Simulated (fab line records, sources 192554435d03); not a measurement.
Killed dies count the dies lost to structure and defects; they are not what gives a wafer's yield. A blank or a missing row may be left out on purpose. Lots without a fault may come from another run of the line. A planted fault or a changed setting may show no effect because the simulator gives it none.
A lot that was struck, set against a sound lot	flow n5 finfet	39 steps out of a route of 1938
Sound: these wafers, L565.1, L565.2, L565.4. Struck: wafers L563.2, L563.3 (left out: L563.5, a lot-mate that was not struck); the cause follows at the end.
For every step that has rows: the tool of each side, followed by ch and its chambers, followed by its first start. Under that, the readings that differ: sound wafers	struck wafers	difference of the means	sigmas: that difference in standard deviations of wafers without a fault.
alike: readings whose means differ by less than 2 such deviations, and words and numbers that are the same on both sides. not compared: withheld readings, readings that some wafer has no value for, bounds like >300 that may hide the same value, and numbers for which the record gives no deviation and whose values overlap.
Wherever a step has rows on one side only, a row that says differs or no value, or a row with sigmas, the two part there. Numbers that have no deviation but don't overlap get no sigmas and don't part them. A reading that every wafer of one side lacks parts them only if that side has two wafers or more.

first, 10 steps without rows for these wafers: N5_BEOL_M1_STRIP_36 (strips in N2/H2); N5_BEOL_M1_TRENCH_ETCH_37 (etches SiOC in C4F6/O2, target depth 55.207 nm, time 29 s); N5_BEOL_M1_ETCH_41 (etches SiCN in CH3F/O2, target depth 31.9 nm, time 57.8 s); N5_BEOL_M1_STRIP_97 (strips in N2/H2, time 10 s); N5_BEOL_M1_HM_STRIP_39 (strips TiN in peroxide tin strip, target depth 25 nm, time 158 s); N5_BEOL_M1_SRD_40 (time 30 s); N5_BEOL_M1_PRECLEAN_42 (cleans in residue remover, time 60 s); N5_BEOL_M1_SRD_43 (time 30 s); N5_BEOL_M1_DEGAS_44 (time 60 s); N5_BEOL_M1_PRE_CLEAN_45 (time 30 s).
N5_BEOL_M1_ALD_84: deposits TaN, pulse time 2 s, purge time 3 s, co reactant purge time 2 s.
  sound on ald metal-03 ch 0,1,3, day 11 14:03; struck on ald metal-04 ch 1,3, day 10 22:16
reading	sound	struck	difference	sigmas
ald cycles	30 30 30	21 21	-9	
since wet clean h (h)	1455 1455 1455	2978 2978	+1523	
  alike: heater power w
  not compared: model.TaN_of_BEOL_M1_ALD_84.thk nm
then, 26 steps without rows for these wafers: N5_BEOL_M1_SURFACE_TREAT_85; N5_BEOL_M1_CVD_47 (deposits Co from CCTBA/H2, target thk 3 nm, time 223.8 s); N5_BEOL_M1_SPUTTER_48 (material Cu, target thk 4.5 nm, time 8.29 s); N5_BEOL_M1_ANNEAL_49 (time 240 s); N5_BEOL_M1_SPUTTER_79 (material Cu, target thk 4.5 nm, time 8.29 s); N5_BEOL_M1_ANNEAL_80 (time 240 s); N5_BEOL_M1_SPUTTER_81 (material Cu, target thk 4.5 nm, time 8.29 s); N5_BEOL_M1_ANNEAL_82 (time 240 s); N5_BEOL_M1_SPUTTER_86 (material Cu, target thk 4.5 nm, time 8.29 s); N5_BEOL_M1_ANNEAL_87 (time 240 s); N5_BEOL_M1_SPUTTER_88 (material Cu, target thk 4.5 nm, time 8.29 s); N5_BEOL_M1_ANNEAL_89 (time 240 s); N5_BEOL_M1_SPUTTER_90 (material Cu, target thk 4.5 nm, time 8.29 s); N5_BEOL_M1_ANNEAL_91 (time 240 s); N5_BEOL_M1_SPUTTER_92 (material Cu, target thk 4.5 nm, time 8.29 s); N5_BEOL_M1_ANNEAL_93 (time 240 s); N5_BEOL_M1_SPUTTER_94 (material Cu, target thk 4.5 nm, time 8.29 s); N5_BEOL_M1_ANNEAL_95 (time 240 s); N5_BEOL_M1_SPUTTER_96 (material Cu, target thk 4.5 nm, time 8.29 s); N5_BEOL_M1_ECD_50 (material Cu, target thk 300 nm); N5_BEOL_M1_ANNEAL_51 (time 90 s); N5_BEOL_M1_CMP_52 (polishes, stops on SiOC, t overpolish 6.8 s, target thk 40 nm); N5_BEOL_M1_PRE_CLEAN_60 (time 15 s); N5_BEOL_M1_CO_CAP_55 (material Co, precursor CCTBA/H2, target thk 2 nm, time 102.1 s); N5_BEOL_M1_PRE_CLEAN_56 (time 15 s); N5_BEOL_M1_DEP_57 (deposits SiCN from 3MS/NH3, target thk 8 nm, time 14 s).
N5_BEOL_M4_RC_MEAS_101:
  sound on prober-01 ch 0, day 13 14:28; struck on prober-02 ch 0, day 12 17:54
reading	sound	struck	difference	sigmas
CHAIN_V0 (ohm/link)	228 232 233	191 188	-42	-5
CHAIN_V0_max_site (ohm/link)	232 246 236	202 194	-40	-4
COMB_M1 (S/m)	4.6e-11 6.6e-11 4.9e-11	1.26e-10 7.2e-11	+4.53e-11	+4
COMB_M1_max_site (S/m)	7.4e-11 1.23e-10 5.9e-11	1.61e-10 1.46e-10	+6.82e-11	+4
  alike: DIBL_N, DIBL_P, IOFF_N, IOFF_P, ION_N, ION_P, SS_N, SS_P, VT_N, VT_P
-- the record jumps here: 5 days lie between the struck wafers' starts before and after (it left off in module BEOL_M4 and takes up again in module PASSIVATION, whose first step shown is number 1936 of the route) --
N5_PASSIVATION_PROBE_49:
  struck on prober-02, day 17 08:05; sound on prober-01, day 17 20:56
reading	sound	struck	difference	sigmas
defect limited yield (%)	91.4 92.1 90.2	83.6 84.0	-7.4	-5
killed_at_M0_to_M3	41 26 44	99 108	+66	+7
killed at front end	30 37 48	77 64	+32	+3
killed dies	102 93 116	193 189	+87	+5
sort_bin_4_leakage (%)	0 0 0	5.34 4.92	+5.13	+99 or more
sort n pass	1078 1087 1064	987 991	-87	-5
sort yield pct (%)	91.4 92.1 90.2	83.6 84.0	-7.4	-5
  alike: killed_at_M4_up, killed at contacts, killed at other, killed open, killed short, sort_bin_5_function, sort_bin_6_memory

WHERE THEY PART
Earliest at N5_BEOL_M4_RC_MEAS_101; latest, in this record, at N5_PASSIVATION_PROBE_49.

WHY: whatever the simulator had introduced
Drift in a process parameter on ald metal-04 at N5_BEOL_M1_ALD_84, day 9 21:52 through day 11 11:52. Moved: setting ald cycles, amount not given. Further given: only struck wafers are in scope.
